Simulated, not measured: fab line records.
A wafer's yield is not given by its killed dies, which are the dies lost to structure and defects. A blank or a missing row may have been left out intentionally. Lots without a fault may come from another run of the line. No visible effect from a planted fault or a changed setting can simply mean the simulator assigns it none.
Comparing a struck lot with a sound one    flow nand harc    39 out of 1302 route steps
Sound: these wafers, L989.1, L989.4, L989.5. Struck: wafers L980.4, L980.5 (left out: L980.3, a lot-mate that was not struck); the cause follows at the end.
At each step with rows: each side's tool, then ch and its chambers, then its first start. Under that, the readings that differ: sound wafers    struck wafers    difference of the means    sigmas: that difference in standard deviations of wafers without a fault.
alike: readings whose means differ by less than 2 such deviations, and words and numbers that are the same on both sides. not compared: withheld readings, readings that some wafer has no value for, bounds like >300 that may hide the same value, and numbers for which the record gives no deviation and whose values overlap.
Wherever a step has rows on one side only, a row that says differs or no value, or a row with sigmas, the two part there. Numbers that don't overlap but have no deviation are shown without sigmas and don't part them. A reading that every wafer of one side lacks parts them only if that side has two wafers or more.

first, 1 step without rows for these wafers: NHARC_A_BONDPAD_HARDBAKE_10 (time 65 s).
NHARC_A_BONDPAD_DESCUM_11: chemistry O2, time 3 s.
  sound on rie diel-10 ch 0,1, day 30 07:58; struck on rie diel-10 ch 2,3, day 26 09:03
  alike: drypump motor current A, oes product au, rf vpp V, showerhead plenum p Torr, throttle valve pct
  not compared: rf hours counter h
NHARC_A_BONDPAD_ETCH_34: etches the open film in N2/H2, target depth 60 nm, overetch 18 nm, time 65.91 s.
  sound on rie diel-10 ch 0,2, day 30 08:02; struck on rie diel-10 ch 1,2, day 26 09:09
  alike: drypump motor current A, oes product au, rf fwd power W, rf vpp V, showerhead plenum p Torr, throttle valve pct
  not compared: rf hours counter h
NHARC_A_BONDPAD_ETCH_12: etches the open film in CHF3/O2, target depth 220 nm, time 110 s.
  sound: rie diel-10 ch 0,2; struck: rie diel-10 ch 1,2
  alike: drypump motor current A, oes product au, rf fwd power W, rf vpp V, showerhead plenum p Torr, throttle valve pct
  not compared: rf hours counter h
NHARC_A_BONDPAD_CD_MEAS_13:
  struck on cd sem-01, day 26 09:25; sound on cd sem-02, day 30 08:16
  alike: cd nm
NHARC_A_BONDPAD_STRIP_15: strips in O2.
  sound on rie diel-01 ch 0,2, day 30 08:22; struck on rie diel-10 ch 1,3, day 26 09:31
reading                sound              struck       difference  sigmas
oes product au (a.u.)  0.982 1.008 0.994  1.034 1.007  +0.026      +2
  alike: drypump motor current A, rf vpp V, showerhead plenum p Torr, throttle valve pct
  not compared: rf hours counter h
then, 6 steps without rows for these wafers: NHARC_A_BONDPAD_ETCH_24 (etches the open film in CF4/N2, target depth 30 nm, time 72.99 s); NHARC_A_BONDPAD_STRIP_16 (strips in post etch residue remover, time 600 s); NHARC_A_BONDPAD_DEGAS_25 (time 60 s); NHARC_A_BONDPAD_PRE_CLEAN_26 (time 30 s); NHARC_A_BONDPAD_PVD_17 (deposits TaN, target thk 5 nm, time 8.06 s); NHARC_A_BONDPAD_PVD_27 (deposits Cu, target thk 30 nm, time 20.49 s).
NHARC_A_BONDPAD_ECD_18: material Cu, target thk 400 nm.
  sound on ecd cu-02 ch 0,1, day 30 09:16; struck on ecd cu-02 ch 0,1, day 26 10:33
then, 2 steps without rows for these wafers: NHARC_A_BONDPAD_ANNEAL_28 (time 90 s); NHARC_A_BONDPAD_CMP_19 (polishes, t overpolish 30 s, cu recess touch 16 s, target thk 169.82 nm).
NHARC_A_BONDPAD_THK_MEAS_20: measures by xrf.
  struck on film metro-01, day 26 11:31; sound on film metro-02, day 30 10:19
  alike: thk nm
then, 6 steps without rows for these wafers: NHARC_A_BONDPAD_SRD_21 (time 30 s, dry time 20 s); NHARC_HYBRID_BOND_ACTIVATE_00 (chemistry N2, time 60 s); NHARC_HYBRID_BOND_PRECLEAN_01 (cleans in DIW, time 300 s); NHARC_HYBRID_BOND_SRD_02 (time 30 s, dry time 20 s); NHARC_HYBRID_BOND_BOND_03; NHARC_HYBRID_BOND_ANNEAL_04 (time 7200 s).
NHARC_HYBRID_BOND_OVL_MEAS_05:
  struck on overlay-02, day 26 22:11; sound on overlay-02, day 30 19:17
  alike: overlay x nm, overlay y nm
following that, these wafers have no rows for 1 step: NHARC_THIN_TSV_GRIND_00.
NHARC_THIN_TSV_CMP_01: polishes.
  sound on cmp-01 ch 1,2,3, day 30 21:57; struck on cmp-04 ch 0,1, day 27 02:01
  alike: motor current A, retaining ring pressure frac, slurry filter dp kPa, slurry flow ml min
NHARC_THIN_TSV_THK_MEAS_02: measures by ir.
  struck on film metro-01, day 27 02:17; sound on film metro-01, day 30 22:11
  alike: thk nm
then, 12 steps without rows for these wafers: NHARC_THIN_TSV_SRD_03; NHARC_THIN_TSV_PRECLEAN_41 (cleans in SC1); NHARC_THIN_TSV_SRD_42; NHARC_THIN_TSV_DEP_43 (deposits SiO2, target thk 1328.5 nm); NHARC_THIN_TSV_DEHYDRATE_04 (time 120 s); NHARC_THIN_TSV_HMDS_05 (time 30 s); NHARC_THIN_TSV_COAT_06; NHARC_THIN_TSV_SOFTBAKE_07 (time 95 s); NHARC_THIN_TSV_EBR_08; NHARC_THIN_TSV_EXPOSE_09 (exposes mask TSV); NHARC_THIN_TSV_PEB_10 (peb time 85 s); NHARC_THIN_TSV_DEVELOP_11 (time 70 s).
NHARC_END_SORT_01:
  sound on prober-02 ch 0, day 31 14:03; struck on prober-01 ch 0, day 27 18:20
reading                   sound     struck   difference  sigmas
defect limited yield (%)  91 89 91  41 40    -50         -16
killed at array           52 64 55  397 403  +343        +16
killed dies               58 72 61  398 409  +340        +15
killed short              5 5 3     0 0      -4          -3
  alike: killed at other, killed at periphery, killed open

WHERE THEY PART
Last at NHARC_END_SORT_01 as far as this record goes, first at NHARC_A_BONDPAD_STRIP_15.

WHY: the cause the simulator had injected
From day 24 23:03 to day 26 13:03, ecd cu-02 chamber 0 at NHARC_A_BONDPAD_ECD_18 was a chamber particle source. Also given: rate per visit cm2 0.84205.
